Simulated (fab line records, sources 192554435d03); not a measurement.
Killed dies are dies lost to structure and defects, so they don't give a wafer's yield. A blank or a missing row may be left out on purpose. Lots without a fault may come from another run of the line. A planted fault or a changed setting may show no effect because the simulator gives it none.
Chamber matching | flow n5_finfet | N5_BEOL_M0_SAQP_DESCUM_19 on rie_diel-03: 4 sister chambers
The step chemistry O2, time 7.9 s. 16 wafers are shown with their chamber, then 8 later ones without.

WAFERS WITH THEIR CHAMBER
wafer  | chamber | drypump_motor_current_A (A) | showerhead_plenum_p_Torr (Torr) | oes_product_au (a.u.)
L078.1 | 1       | 6.0                         | 2.00                            | 0.76
L078.2 | 2       | 5.0                         | 2.12                            | 0.82
L078.6 | 0       | 5.9                         | 2.10                            | 0.77
L080.2 | 3       | 5.6                         | 2.23                            | 0.90
L080.3 | 1       | 6.0                         | 2.00                            | 0.76
L080.4 | 2       | 5.0                         | 2.12                            | 0.81
L085.2 | 1       | 6.0                         | 2.00                            | 0.75
L085.5 | 3       | 5.6                         | 2.23                            | 0.88
L085.6 | 0       | 5.9                         | 2.09                            | 0.76
L087.2 | 1       | 6.0                         | 2.00                            | 0.74
L087.4 | 3       | 5.7                         | 2.23                            | 0.88
L087.6 | 0       | 5.9                         | 2.09                            | 0.75
L088.1 | 3       | 5.6                         | 2.23                            | 0.87
L088.5 | 2       | 5.0                         | 2.12                            | 0.79
L088.6 | 3       | 5.6                         | 2.23                            | 0.86
L089.2 | 2       | 5.0                         | 2.11                            | 0.79

SIGNATURES (means of the wafers above)
reading                  | chamber 0 | chamber 1 | chamber 2 | chamber 3 | scatter within a chamber
drypump_motor_current_A  | 5.900     | 6.000     | 5.000     | 5.620     | 0.0258
showerhead_plenum_p_Torr | 2.0933    | 2.0000    | 2.1175    | 2.2300    | 0.00344
oes_product_au           | 0.7600    | 0.7525    | 0.8025    | 0.8780    | 0.013
Rule: a wafer's distance from a chamber is the root of the sum, over the readings, of the square of ((its reading less the chamber's mean) divided by the reading's scatter). The wafer belongs to the nearest chamber; if the next one is less than 2 further off, it can't be placed. The scatter: the root of (the sum of the squares of (reading less its chamber's mean) over the shown wafers, divided by (wafers less chambers)).

WAFERS WITHOUT THEIR CHAMBER
wafer  | drypump_motor_current_A (A) | showerhead_plenum_p_Torr (Torr) | oes_product_au (a.u.)
L089.4 | 6.0                         | 2.09                            | 0.75
L089.6 | 6.0                         | 1.99                            | 0.74
L093.1 | 5.0                         | 2.11                            | 0.79
L093.3 | 5.7                         | 2.22                            | 0.85
L093.4 | 6.0                         | 1.99                            | 0.73
L095.2 | 6.0                         | 1.99                            | 0.73
L095.4 | 6.0                         | 1.99                            | 0.73
L095.5 | 5.7                         | 2.22                            | 0.85

WHICH CHAMBER EACH WENT THROUGH
wafer  | from the rows above | in truth
L089.4 | 0                   | 0
L089.6 | 1                   | 1
L093.1 | 2                   | 2
L093.3 | 3                   | 3
L093.4 | 1                   | 1
L095.2 | 1                   | 1
L095.4 | 1                   | 1
L095.5 | 3                   | 3
Placed correctly: 8 of 8. Can't be placed from these rows: 0. Placed wrongly: 0.
